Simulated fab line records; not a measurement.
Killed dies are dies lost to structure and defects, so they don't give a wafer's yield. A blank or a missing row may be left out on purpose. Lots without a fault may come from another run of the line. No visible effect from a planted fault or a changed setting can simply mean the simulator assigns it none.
The tool behind it: which one? ; flow nand_harc ; 14 lots, 42 wafers sampled, at 5 steps of a route of 1302

== WHAT THE GAUGES READ, wafer by wafer ==
NHARC_A_BONDPAD_CD_MEAS_09: target cd 500 nm.
lot;measured;on;cd_nm (nm)
L963;day 24 01:11;cd_sem-02;499.8 499.5 497.7
L966;day 24 06:20;cd_sem-01;500.3 499.8 499.8
L965;day 24 08:19;cd_sem-01;501.0 500.8 502.4
L968;day 25 08:11;cd_sem-02;500.2 501.4 501.3
L967;day 25 09:20;cd_sem-03;499.5 503.2 500.6
L969;day 26 03:16;cd_sem-03;501.4 501.4 499.7
L970;day 26 04:32;cd_sem-03;499.2 499.7 499.3
L973;day 27 19:13;cd_sem-03;501.7 503.0 502.2
L974;day 28 03:10;cd_sem-02;502.3 499.2 500.8
L979;day 30 00:44;cd_sem-03;501.6 499.4 500.2
L980;day 30 01:34;cd_sem-01;500.4 498.1 501.2
L977;day 30 02:32;cd_sem-03;498.9 501.4 498.4
L981;day 31 10:34;cd_sem-01;502.0 500.7 500.0
L986;day 32 22:01;cd_sem-03;499.4 500.6 498.4

NHARC_END_SORT_01.
lot;measured;on;defect_limited_yield (%);killed_at_array;killed_at_other;killed_at_periphery;killed_dies;killed_open;killed_short
L973;day 29 02:30;prober-01;11.2 11.7 11.2;600 596 597;0 0 2;1 2 2;601 598 601;1 2 2;1 0 1
L974;day 29 16:34;prober-01;14.3 14.9 11.7;579 574 591;0 0 1;1 2 6;580 576 598;4 0 0;1 1 2

== WHAT TOOL EACH LOT RAN ON (gives the tool, then ch and the chambers of the sampled wafers, and finally the start) ==
lot;NHARC_A_M1_ECD_22;NHARC_HYBRID_BOND_ACTIVATE_00;NHARC_THIN_TSV_ANNEAL_52
L963;ecd_cu-02 ch 0,1, day 23 22:04;rie_diel-09 ch 1,2,3, day 24 04:01;rtp_anneal-02 ch 0, day 25 06:20
L966;ecd_cu-02 ch 0,1, day 24 03:04;rie_diel-09 ch 0,3, day 24 09:14;rtp_anneal-02 ch 0, day 25 08:50
L965;ecd_cu-02 ch 0,1, day 24 05:04;rie_diel-01 ch 0,2,3, day 25 00:10;rtp_anneal-02 ch 0, day 25 16:31
L968;ecd_cu-02 ch 0,1, day 25 05:07;rie_diel-09 ch 0,1,3, day 25 11:03;rtp_anneal-02 ch 0, day 26 04:21
L967;ecd_cu-02 ch 0,1, day 25 06:12;rie_diel-09 ch 1,2,3, day 25 12:26;rtp_anneal-02 ch 0, day 26 03:05
L969;ecd_cu-01 ch 0,1, day 26 00:17;rie_diel-09 ch 0,2,3, day 26 06:11;rtp_anneal-01 ch 0, day 26 22:22
L970;ecd_cu-01 ch 0,1, day 26 01:35;rie_diel-09 ch 0,2, day 26 07:25;rtp_anneal-02 ch 0, day 26 23:34
L973;ecd_cu-01 ch 0,1, day 27 16:06;rie_diel-01 ch 0,2,3, day 27 22:04;rtp_anneal-02 ch 0, day 28 14:49
L974;ecd_cu-01 ch 0,1, day 28 00:05;rie_diel-06 ch 1,2,3, day 28 06:05;rtp_anneal-01 ch 0, day 29 04:02
L979;ecd_cu-02 ch 1, day 29 21:44;rie_diel-09 ch 1,2,3, day 30 03:34;rtp_anneal-02 ch 0, day 30 23:32
L980;ecd_cu-02 ch 0,1, day 29 22:12;rie_diel-09 ch 1,2,3, day 30 04:23;rtp_anneal-01 ch 0, day 30 20:02
L977;ecd_cu-02 ch 0,1, day 29 23:13;rie_diel-09 ch 2,3, day 30 05:27;rtp_anneal-02 ch 0, day 30 22:18
L981;ecd_cu-02 ch 0,1, day 31 07:42;rie_diel-09 ch 1,2,3, day 31 13:26;rtp_anneal-01 ch 0, day 32 07:10
L986;ecd_cu-02 ch 0,1, day 32 18:55;rie_diel-09 ch 2,3, day 33 00:55;rtp_anneal-01 ch 0, day 33 17:24
- NHARC_A_M1_ECD_22: material Cu, target thk 400 nm.
- NHARC_HYBRID_BOND_ACTIVATE_00: chemistry N2, time 60 s.
- NHARC_THIN_TSV_ANNEAL_52: time 90 s.

== AS READ BY THE TOOLS THEMSELVES (means over the sampled wafers that have a number; for cases with no such wafer, the mark the record gives instead) ==
NHARC_HYBRID_BOND_ACTIVATE_00.
lot;tool;drypump_motor_current_A (A);oes_product_au (a.u.);rf_vpp_V (V);showerhead_plenum_p_Torr (Torr)
L963;rie_diel-09;6.0;1.006;63.8;1.71
L966;rie_diel-09;5.5;1.007;64.5;1.74
L965;rie_diel-01;5.9;0.995;63.6;1.81
L968;rie_diel-09;5.8;1.015;64.0;1.75
L967;rie_diel-09;6.1;1.004;64.0;1.71
L969;rie_diel-09;5.8;1.009;64.6;1.70
L970;rie_diel-09;5.8;1.006;64.5;1.73
L973;rie_diel-01;5.9;1.008;63.8;1.80
L974;rie_diel-06;5.5;1.014;63.6;1.75
L979;rie_diel-09;6.1;0.993;63.0;1.71
L980;rie_diel-09;6.1;0.997;63.8;1.71
L977;rie_diel-09;6.1;1.005;64.2;1.66
L981;rie_diel-09;6.1;0.992;64.6;1.71
L986;rie_diel-09;5.9;1.000;63.1;1.66

NHARC_THIN_TSV_ANNEAL_52.
lot;tool;wafer_temp_C_max
L963;rtp_anneal-02;225.6
L966;rtp_anneal-02;225.8
L965;rtp_anneal-02;225.5
L968;rtp_anneal-02;225.6
L967;rtp_anneal-02;225.5
L969;rtp_anneal-01;226.0
L970;rtp_anneal-02;225.8
L973;rtp_anneal-02;225.7
L974;rtp_anneal-01;226.0
L979;rtp_anneal-02;225.8
L980;rtp_anneal-01;225.9
L977;rtp_anneal-02;225.5
L981;rtp_anneal-01;226.1
L986;rtp_anneal-01;225.6

== THE ANSWER, worked out from the rows above alone ==
Rule: the lots themselves supply what counts as usual. Put in order of their means at a reading, lots are off if they are a third of the lots or fewer, leave a main group of 4 or more, and stand apart from it by a gap of 3 or more times the standard deviation of the main group's means; of several such gaps the widest counts. A main group is skipped when, at the precision printed for the reading in the tables above, its means are all equal. A lot without any number at a reading at which 4 lots or more have one is off too. All remaining lots with rows at the step are treated as sound. The gauges are gone through in route order, then the tools' own readings, and for those a lot's mean is taken as printed above. At the first step where some lot is off, the reading lying furthest off is the one used; lots without a number count as furthest.
Across all readings shown, no lot is off: no conclusion can be drawn from this.

== WHAT THE SIMULATOR HAD INSERTED ==
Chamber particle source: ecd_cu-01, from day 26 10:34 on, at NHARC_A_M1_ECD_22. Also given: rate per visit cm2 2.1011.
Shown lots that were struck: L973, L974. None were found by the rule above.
